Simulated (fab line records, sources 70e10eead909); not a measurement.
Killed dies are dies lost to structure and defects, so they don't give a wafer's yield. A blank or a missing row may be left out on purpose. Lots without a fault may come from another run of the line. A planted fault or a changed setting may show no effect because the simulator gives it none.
A struck lot beside a sound one | flow nand_harc | 15 steps out of a route of 1302
Sound: wafers L438.1, L438.5, L438.6. Struck: wafers L450.1, L450.4, L450.5. The cause comes at the end.
At each step with rows: each side's tool, then ch and its chambers, then its first start. Under that, the readings that differ: sound wafers | struck wafers | difference of the means | sigmas: that difference in standard deviations of wafers without a fault.
alike: readings whose means differ by less than 2 such deviations, and words and numbers that are the same on both sides. not compared: withheld readings, readings that some wafer has no value for, bounds like >300 that may hide the same value, and numbers for which the record gives no deviation and whose values overlap.
The two part at a step that has a row with sigmas, a row that says differs or no value, or rows on one side only. Numbers that don't overlap but have no deviation are shown without sigmas and don't part them. A reading that every wafer of one side lacks parts them only if that side has two wafers or more.

first, 7 steps without rows for these wafers: NHARC_A_BONDPAD_COAT_33 (time 65 s); NHARC_A_BONDPAD_COAT_03 (resist thk 600 nm); NHARC_A_BONDPAD_SOFTBAKE_04 (time 70 s); NHARC_A_BONDPAD_EBR_05; NHARC_A_BONDPAD_EXPOSE_06 (exposes mask A BPAD); NHARC_A_BONDPAD_PEB_07 (peb time 80 s); NHARC_A_BONDPAD_DEVELOP_08 (time 50 s).
NHARC_A_BONDPAD_CD_MEAS_09: target cd 500 nm.
  sound on cd_sem-01 ch 0, day 24 11:43; struck on cd_sem-02 ch 0, day 29 12:35
  reading    | sound             | struck            | difference | sigmas
  cd_nm (nm) | 500.4 495.3 498.9 | 503.3 502.9 502.8 | +4.8       | +3
NHARC_A_BONDPAD_OVL_MEAS_35:
  sound on overlay-01, day 24 11:50; struck on overlay-01, day 29 12:40
  reading           | sound  | struck | difference | sigmas
  overlay_x_nm (nm) | 0 -1 0 | 8 9 9  | +9         | +2
  alike: overlay_y_nm
then, 1 step without rows for these wafers: NHARC_A_BONDPAD_HARDBAKE_10 (time 65 s).
NHARC_A_BONDPAD_DESCUM_11: chemistry O2, time 3 s.
  sound on rie_diel-05 ch 0,3, day 24 11:58; struck on rie_diel-03 ch 1,3, day 29 12:48
  alike: drypump_motor_current_A, mfc_ar_sccm, oes_product_au, rf_vpp_V, showerhead_plenum_p_Torr, throttle_valve_pct
  not compared: rf_hours_counter_h
NHARC_A_BONDPAD_ETCH_34: etches the open film in N2/H2, target depth 60 nm, overetch 18 nm, time 65.91 s.
  sound on rie_diel-05 ch 0,3, day 24 12:04; struck on rie_diel-03 ch 0,2,3, day 29 12:53
  alike: drypump_motor_current_A, mfc_ar_sccm, oes_product_au, rf_fwd_power_W, rf_vpp_V, showerhead_plenum_p_Torr, throttle_valve_pct
  not compared: rf_hours_counter_h
NHARC_A_BONDPAD_ETCH_12: etches the open film in CHF3/O2, target depth 220 nm, time 110 s.
  sound on rie_diel-05 ch 0,3, day 24 12:09; struck on rie_diel-03 ch 1,2,3, day 29 12:59
  reading               | sound             | struck            | difference | sigmas
  oes_product_au (a.u.) | 0.926 0.930 0.929 | 1.232 1.238 1.187 | +0.291     | +12
  rf_fwd_power_W (W)    | 498.7 495.1 497.9 | 698.5 699.2 695.9 | +200.6     | +99 or more
  alike: drypump_motor_current_A, mfc_ar_sccm, rf_vpp_V, showerhead_plenum_p_Torr, throttle_valve_pct
  not compared: rf_hours_counter_h
NHARC_A_BONDPAD_CD_MEAS_13:
  sound on cd_sem-03, day 24 12:17; struck on cd_sem-01, day 29 13:07
  reading    | sound             | struck            | difference | sigmas
  cd_nm (nm) | 499.2 494.6 498.2 | 506.7 504.9 505.2 | +8.3       | +4
NHARC_END_SORT_01:
  the record has rows for the struck wafers here (prober-01 ch 0, day 30 19:08) and none for the sound ones

WHERE THEY PART
First at NHARC_A_BONDPAD_CD_MEAS_09; last, within this record, at NHARC_END_SORT_01.

WHY: what the simulator had put in
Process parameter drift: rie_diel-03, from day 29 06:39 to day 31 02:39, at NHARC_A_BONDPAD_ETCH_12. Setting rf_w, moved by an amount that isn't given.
